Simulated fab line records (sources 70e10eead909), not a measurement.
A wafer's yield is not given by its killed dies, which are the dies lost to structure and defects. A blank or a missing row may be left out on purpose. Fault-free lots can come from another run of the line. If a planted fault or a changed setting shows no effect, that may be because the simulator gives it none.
fab line records    flow nand_harc
record: lots: 12  wafers: 36  last_day: 34
route steps=1302 shown P_M1@306 P_M2@326 END@1302
lots that met no fault: taken from a fault-free run of the same line
start_h: hours from the record's opening day to when the first of the lot's shown wafers began    wait_h: hours elapsed since this lot's preceding step    " identical to the entry in the row above    L1.1+2: one row covering several wafers at once    - either no value or no given start    * or withheld: withheld    < > ~ a bound
route shown NAME@n: NAME is a module with steps in the file, n the number in the route of the first one    usual: average and standard deviation across the fault-free wafers    same: alike in all rows    chamber/n: place in a boat    sites: readings site by site    _std_site: standard deviation across them    _edge_site: outer sites' mean less inner sites'    radius_mm: how far each site lies from the wafer's centre    mask NAME#n: copy n    behind: tool/chamber where the wafer was last shaped    hold: reason for holding the lot/hours on hold/outcome of the hold    device: whichever transistor did not switch (one of n, p or np)    end of line: at the end of the route, the tests of the same wafers    a step given without rows: its recipe and nothing more    killed: at the first sort, the dies lost to defects and structure; wafer yield is something else    map: a wafer's dies, marking killed ones x, the rest . and places with no die _
set.NAME: the setting as run; set.NAME@STEP: as run at that earlier step    model.NAME: the simulator's own value behind a step, which no gauge read
steps of the route over a sample of lots; a table a step, a row a wafer
services: when a tool's chamber went out of use (start_h, in hours from the record's first day, below 0 if earlier), for how many hours, and the reason
== steps ==
step: NHARC_P_M1_PRE_CLEAN_30
recipe: time_s: 30  temp_c: 280  gas: H2/He
usual: heater_power_w: 445/31
lot.wafer  tool            chamber  start_h  wait_h  heater_power_w
L865.1     pvd_sputter-03  -        -        -       457
L865.5     "               -        "        "       451
L865.6     "               -        "        "       456
L864.4     pvd_sputter-02  -        -        -       471
L864.1     "               -        "        "       393
L864.5     "               -        "        "       462
L866.3     pvd_sputter-03  -        -        -       453
L866.5     "               -        "        "       451
L866.6     "               -        "        "       458
L867.1     pvd_sputter-02  -        -        -       436
L867.2     "               -        "        "       465
L867.6     "               -        "        "       438
L875.1     pvd_sputter-02  -        -        -       461
L875.5     "               -        "        "       455
L875.6     "               -        "        "       466
L876.1     pvd_sputter-03  -        -        -       459
L876.5     "               -        "        "       432
L876.6     "               -        "        "       460
L879.2     pvd_sputter-03  -        -        -       445
L879.1     "               -        "        "       444
L879.4     "               -        "        "       468
L880.3     pvd_sputter-02  -        -        -       426
L880.4     "               -        "        "       459
L880.5     "               -        "        "       388
L881.3     pvd_sputter-02  -        -        -       416
L881.2     "               -        "        "       463
L881.5     "               -        "        "       420
L883.1     pvd_sputter-01  -        -        -       457
L883.3     "               -        "        "       427
L883.2     "               -        "        "       395
L884.1     pvd_sputter-01  -        -        -       424
L884.2     "               -        "        "       459
L884.5     "               -        "        "       497
L885.4     pvd_sputter-01  -        -        -       394
L885.2     "               -        "        "       451
L885.6     "               -        "        "       390
step: NHARC_P_M1_ANNEAL_31
recipe: temp_c: 225  time_s: 90
usual: wafer_temp_C_max: 225.79/0.22
lot.wafer  tool           chamber  start_h  wait_h  wafer_temp_C_max
L865.1     rtp_anneal-02  0        156.97   0.4     226.17
L865.5     "              0        "        "       225.95
L865.6     "              0        "        "       225.93
L864.1     rtp_anneal-01  0        159.50   0.3     225.89
L864.4     "              0        "        "       225.54
L864.5     "              0        "        "       225.62
L866.3     rtp_anneal-02  0        168.75   -       225.74
L866.5     "              0        "        "       225.68
L866.6     "              0        "        "       225.80
L867.1     rtp_anneal-02  0        181.44   0.3     225.98
L867.2     "              0        "        "       225.75
L867.6     "              0        "        "       226.10
L875.1     rtp_anneal-01  0        274.82   -       225.96
L875.5     "              0        "        "       225.92
L875.6     "              0        "        "       225.90
L876.1     rtp_anneal-02  0        276.41   -       225.13
L876.5     "              0        "        "       225.51
L876.6     "              0        "        "       225.93
L879.1     rtp_anneal-01  0        299.01   0.3     226.13
L879.2     "              0        "        "       225.78
L879.4     "              0        "        "       225.90
L880.3     rtp_anneal-01  0        305.51   -       225.85
L880.4     "              0        "        "       225.46
L880.5     "              0        "        "       225.60
L881.2     rtp_anneal-01  0        321.79   -       225.79
L881.3     "              0        "        "       225.74
L881.5     "              0        "        "       225.85
L883.1     rtp_anneal-01  0        333.21   -       225.99
L883.2     "              0        "        "       225.73
L883.3     "              0        "        "       225.70
L884.1     rtp_anneal-02  0        345.99   -       225.82
L884.2     "              0        "        "       225.65
L884.5     "              0        "        "       225.25
L885.2     rtp_anneal-01  0        359.78   -       226.10
L885.4     "              0        "        "       225.82
L885.6     "              0        "        "       225.63
step: NHARC_P_M1_PRE_CLEAN_32
recipe: time_s: 12  temp_c: 370  rf_power_w: 300  gas: NH3
usual: heater_power_w: 626/63
lot.wafer  tool      chamber  start_h  wait_h  heater_power_w
L865.1     pecvd-03  0        157.88   0.1     477
L865.6     "         0        "        "       489
L865.5     "         1        "        "       565
L864.1     pecvd-03  1        160.41   0.1     646
L864.4     "         1        "        "       631
L864.5     "         1        "        "       637
L866.3     pecvd-02  2        169.57   0.1     595
L866.5     "         2        "        "       585
L866.6     "         0        "        "       697
L867.1     pecvd-03  0        182.33   0.1     555
L867.2     "         1        "        "       605
L867.6     "         2        "        "       629
L875.1     pecvd-02  2        275.71   0.1     598
L875.6     "         1        "        "       628
L875.5     "         0        "        "       689
L876.1     pecvd-01  2        277.33   0.1     681
L876.5     "         0        "        "       549
L876.6     "         2        "        "       692
L879.2     pecvd-02  1        299.90   0.1     594
L879.1     "         2        "        "       627
L879.4     "         1        "        "       584
L880.3     pecvd-03  0        306.30   0.1     576
L880.4     "         0        "        "       569
L880.5     "         1        "        "       672
L881.3     pecvd-02  1        322.64   0.1     607
L881.2     "         2        "        "       607
L881.5     "         2        "        "       613
L883.1     pecvd-03  2        334.09   0.1     706
L883.2     "         0        "        "       510
L883.3     "         1        "        "       635
L884.1     pecvd-01  1        346.87   0.1     620
L884.2     "         2        "        "       761
L884.5     "         1        "        "       613
L885.2     pecvd-02  0        360.64   0.1     694
L885.4     "         1        "        "       598
L885.6     "         0        "        "       681
step: NHARC_P_M2_PEB_07
recipe: peb_temp_c: 100  peb_time_s: 65
usual: resist_line_temp_C: 22.97/0.11
lot.wafer  tool            chamber  start_h  wait_h  resist_line_temp_C
L865.1     litho_track-04  0        159.31   0.1     23.15
L865.5     "               0        "        "       22.98
L865.6     "               0        "        "       23.08
L864.1     litho_track-04  0        161.70   0.1     23.02
L864.4     "               0        "        "       22.97
L864.5     "               0        "        "       22.87
L866.3     litho_track-04  0        170.68   0.0     22.87
L866.5     "               0        "        "       22.69
L866.6     "               0        "        "       22.69
L867.1     litho_track-04  0        183.57   0.1     23.08
L867.2     "               0        "        "       22.93
L867.6     "               0        "        "       23.05
L875.1     litho_track-04  0        276.85   0.1     23.05
L875.5     "               0        "        "       23.07
L875.6     "               0        "        "       22.97
L876.1     litho_track-04  0        278.73   0.1     22.86
L876.5     "               0        "        "       23.01
L876.6     "               0        "        "       22.98
L879.1     litho_track-06  0        301.03   0.1     22.98
L879.2     "               0        "        "       22.97
L879.4     "               0        "        "       23.11
L880.3     litho_track-04  0        307.42   0.0     22.98
L880.4     "               0        "        "       23.08
L880.5     "               0        "        "       23.10
L881.2     litho_track-01  0        323.74   0.1     22.93
L881.3     "               0        "        "       22.88
L881.5     "               0        "        "       23.06
L883.1     litho_track-04  0        335.19   0.1     22.82
L883.2     "               0        "        "       22.88
L883.3     "               0        "        "       22.96
L884.1     litho_track-06  0        348.11   0.1     22.86
L884.2     "               0        "        "       22.97
L884.5     "               0        "        "       22.92
L885.2     litho_track-04  0        361.89   0.1     22.94
L885.4     "               0        "        "       22.71
L885.6     "               0        "        "       22.77
step: NHARC_P_M2_CD_MEAS_09
recipe: target_cd_nm: 170  landing_energy_ev: 500
usual: cd_nm: 169.9/0.48
lot.wafer  tool       chamber  start_h  wait_h  cd_nm
L865.1     cd_sem-01  0        159.39   -       169.1
L865.5     "          0        "        "       169.8
L865.6     "          0        "        "       169.6
L864.1     cd_sem-03  0        161.78   -       170.4
L864.4     "          0        "        "       170.1
L864.5     "          0        "        "       169.5
L866.3     cd_sem-02  0        170.76   -       179.8
L866.5     "          0        "        "       179.7
L866.6     "          0        "        "       179.0
L867.1     cd_sem-02  0        183.65   -       180.7
L867.2     "          0        "        "       180.1
L867.6     "          0        "        "       180.5
L875.1     cd_sem-01  0        276.92   -       170.2
L875.5     "          0        "        "       169.8
L875.6     "          0        "        "       170.3
L876.1     cd_sem-02  0        278.80   -       170.2
L876.5     "          0        "        "       170.7
L876.6     "          0        "        "       170.0
L879.1     cd_sem-03  0        301.10   -       170.5
L879.2     "          0        "        "       169.4
L879.4     "          0        "        "       170.2
L880.3     cd_sem-03  0        307.50   -       170.5
L880.4     "          0        "        "       170.3
L880.5     "          0        "        "       169.9
L881.2     cd_sem-03  0        323.82   -       171.1
L881.3     "          0        "        "       170.3
L881.5     "          0        "        "       170.6
L883.1     cd_sem-03  0        335.27   -       170.4
L883.2     "          0        "        "       170.0
L883.3     "          0        "        "       169.3
L884.1     cd_sem-03  0        348.19   -       170.0
L884.2     "          0        "        "       170.3
L884.5     "          0        "        "       170.5
L885.2     cd_sem-01  0        361.97   -       169.8
L885.4     "          0        "        "       170.0
L885.6     "          0        "        "       169.2
step: NHARC_END_SORT_01
recipe: temp_c: 25
usual: defect_limited_yield: 91/3.4  killed_at_array: 54/23  killed_at_other: 1.2/1.5  killed_at_periphery: 3.9/2.5  killed_dies: 59/23  killed_open: 3.2/1.7  killed_short: 2.4/1.6  sort_bin_2_pct: 3.0/1.4  sort_bin_3_pct: 0.7/0.45  sort_bin_4_pct: 5.0/1.9  sort_n_pass: 618/23  sort_rim_yield_pct: 92/3.8  sort_yield_pct: 91/3.4
same: gross_dies: 677  sort_bin_5_pct[%]: 0  sort_bin_6_pct[%]: 0  sort_bin_7_pct[%]: 0  sort_bin_8_pct[%]: 0  sort_rim_n_gross: 106.00
lot.wafer  tool       chamber  start_h  wait_h  defect_limited_yield[%]  killed_at_array  killed_at_other  killed_at_periphery  killed_dies  killed_open  killed_short  sort_bin_2_pct[%]  sort_bin_3_pct[%]  sort_bin_4_pct[%]  sort_n_pass  sort_rim_yield_pct[%]  sort_yield_pct[%]
L867.6     prober-01  0        619.30   4.0     95                       27               1                5                    33           3            4             0.9                0.4                3.5                644          94                     95
L875.1     prober-02  0        734.12   2.5     84                       94               5                8                    107          5            4             4.7                1.6                9.5                570          86                     84
L875.5     prober-02  0        737.37   3.8     85                       97               0                7                    104          5            0             6.1                1.0                8.3                573          84                     85
L875.6     prober-02  0        738.18   4.1     85                       93               3                4                    100          2            2             5.2                1.6                8.0                577          88                     85
killed by level:class
L867.6 A_CHANNEL_HOLE_D2:chamber_film_flake=8 A_WL_FILL:chamber_film_flake=4 A_M1:chamber_film_flake=4 P_CONTACT:geometric_particle:open=2 P_GATE:chamber_film_flake=2 A_SLIT:chamber_film_flake=2 A_CONTACT:chamber_film_flake=2 A_CHANNEL_HOLE_D1:geometric_particle:open=1
L875.1 A_CHANNEL_HOLE_D1:chamber_film_flake=36 A_SLIT:chamber_film_flake=23 A_CHANNEL_HOLE_D2:chamber_film_flake=16 A_CONTACT:chamber_film_flake=5 P_GATE:chamber_film_flake=4 THIN_TSV:chamber_film_flake=3 P_STI:chamber_film_flake=2 A_STAIRCASE:chamber_film_flake=2
L875.5 A_CHANNEL_HOLE_D1:chamber_film_flake=36 A_SLIT:chamber_film_flake=29 A_CHANNEL_HOLE_D2:chamber_film_flake=17 A_STAIRCASE:chamber_film_flake=5 P_GATE:chamber_film_flake=4 A_CONTACT:chamber_film_flake=3 A_BLC:chamber_film_flake=3 A_SOURCE_PLATE:geometric_particle:open=2
L875.6 A_CHANNEL_HOLE_D1:chamber_film_flake=37 A_SLIT:chamber_film_flake=21 A_CHANNEL_HOLE_D2:chamber_film_flake=19 A_STAIRCASE:chamber_film_flake=4 A_CONTACT:chamber_film_flake=4 A_BLC:chamber_film_flake=4 THIN_TSV:chamber_film_flake=2 P_CONTACT:geometric_particle:short=1
== services ==
tool            chamber  start_h  hours  kind
pecvd-03        2        145.28   17.6   repair
litho_track-01  -        155.00   7.0    pm
pecvd-01        1        159.31   2.1    repair
pvd_sputter-03  -        170.00   10.0   pm
litho_track-06  -        179.00   7.0    pm
pecvd-02        -        180.38   2.6    repair
pecvd-03        -        185.00   13.0   pm
pecvd-03        0        185.00   13.0   vent_cycle
pecvd-03        1        185.00   13.0   vent_cycle
pecvd-03        2        185.00   13.0   vent_cycle
litho_track-04  -        203.00   7.0    pm
pvd_sputter-01  -        226.09   10.0   pm
pecvd-02        -        227.00   13.0   pm
pvd_sputter-03  -        246.90   2.3    repair
pecvd-03        1        260.06   2.0    repair
pecvd-01        1        277.13   4.1    repair
rtp_anneal-02   -        282.60   31.3   repair
pecvd-01        -        284.69   0.3    repair
pvd_sputter-02  -        286.53   10.0   pm
pecvd-01        -        311.18   13.0   pm
pvd_sputter-03  -        318.58   0.9    repair
litho_track-01  -        330.00   7.0    pm
pvd_sputter-03  -        348.00   10.0   pm
litho_track-06  -        354.00   7.0    pm
== key ==
first_sign: step: NHARC_P_M2_CD_MEAS_09  reading: cd_nm  direction: up  sigmas: 21  usual: 169.9  struck: 180.0
effect none on later readings
met_at NHARC_P_M2_PEB_07
struck_lots L866,L867
not_acting_at NHARC_P_M1_PRE_CLEAN_30,NHARC_P_M1_ANNEAL_31,NHARC_P_M1_PRE_CLEAN_32
onset_between 161.70 170.68
fault: kind: process_parameter_drift  tool: litho_track-04  chamber: -  onset_h: 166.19  steps: NHARC_P_M2_PEB_07  channel: peb_time_s  offset: *  shape: step  end_h: 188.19  acts_in: *  stated: *
